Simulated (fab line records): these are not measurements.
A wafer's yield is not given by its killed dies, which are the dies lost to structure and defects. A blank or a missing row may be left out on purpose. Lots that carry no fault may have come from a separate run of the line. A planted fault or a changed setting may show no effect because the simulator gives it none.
Which tool was responsible? | flow nandHarc | 6 lots with 17 wafers sampled at 3 steps, on a route of 1302 steps

## WHAT THE GAUGES READ, wafer by wafer
NHARC_A_ONON_D1_THK_MEAS_14: measures by ellipsometry.
lot  | measured     | on           | thkNm (nm)
L798 | day 9 00:44  | filmMetro-01 | 1007 1008 1008
L804 | day 11 07:07 | filmMetro-01 | 653 985
L810 | day 13 17:07 | filmMetro-02 | 999 999 999
L812 | day 14 16:52 | filmMetro-01 | 989 988 991
L814 | day 15 20:36 | filmMetro-02 | 1016 1017 1016
L817 | day 16 21:44 | filmMetro-01 | 999 999 1000

## EACH LOT AND THE TOOL THAT RAN IT (in order: tool; ch and the chambers of the sampled wafers; start)
lot  | NHARC_A_ZERO_WELL_ETCH_13       | NHARC_A_ONON_D1_DEP_12
L798 | rieSi-03 ch 0,1,2, day 8 00:20  | pecvdOnon-04 ch 0, day 9 00:14
L804 | rieSi-04 ch 3, day 10 07:18     | pecvdOnon-02 ch 0, day 11 06:40
L810 | rieSi-03 ch 0,1,3, day 12 18:16 | pecvdOnon-04 ch 0, day 13 16:36
L812 | rieSi-04 ch 1,2,3, day 13 13:49 | pecvdOnon-02 ch 0, day 14 16:20
L814 | rieSi-04 ch 0,1, day 14 20:44   | pecvdOnon-04 ch 0, day 15 20:05
L817 | rieSi-04 ch 0,1,3, day 15 19:41 | pecvdOnon-04 ch 0, day 16 21:14
- NHARC_A_ZERO_WELL_ETCH_13: etches the open film in HBr/Cl2, target depth 120 nm, time 40.1 s.
- NHARC_A_ONON_D1_DEP_12: target thk 1000 nm.

## THE ANSWER, worked out from the rows above alone
Rule: usual is defined by the lots themselves. The widest of any qualifying gaps counts: lots, ordered by their means at a reading, are off when they make up no more than a third of the lots, leave a main group of 4 or more, and stand apart from it by 3 or more times the standard deviation of that group's means. The tables above print the reading to a certain number of digits; a main group whose means all agree to those digits is not used. A lot without any number at a reading at which 4 lots or more have one is off too. The other lots that the step has rows for count as sound.
Off, at NHARC_A_ONON_D1_THK_MEAS_14 on thkNm: L804. The main group has a mean of 1002 nm with a standard deviation of 9.1.
If a tool, at a process step before that reading, ran all the lots that are off and no sound lot after the first of them, it fits. Gauges at NHARC_A_ONON_D1_THK_MEAS_14: tried the same way as those tools. No candidate that was tried fits.

## WHAT HAD BEEN PUT IN BY THE SIMULATOR
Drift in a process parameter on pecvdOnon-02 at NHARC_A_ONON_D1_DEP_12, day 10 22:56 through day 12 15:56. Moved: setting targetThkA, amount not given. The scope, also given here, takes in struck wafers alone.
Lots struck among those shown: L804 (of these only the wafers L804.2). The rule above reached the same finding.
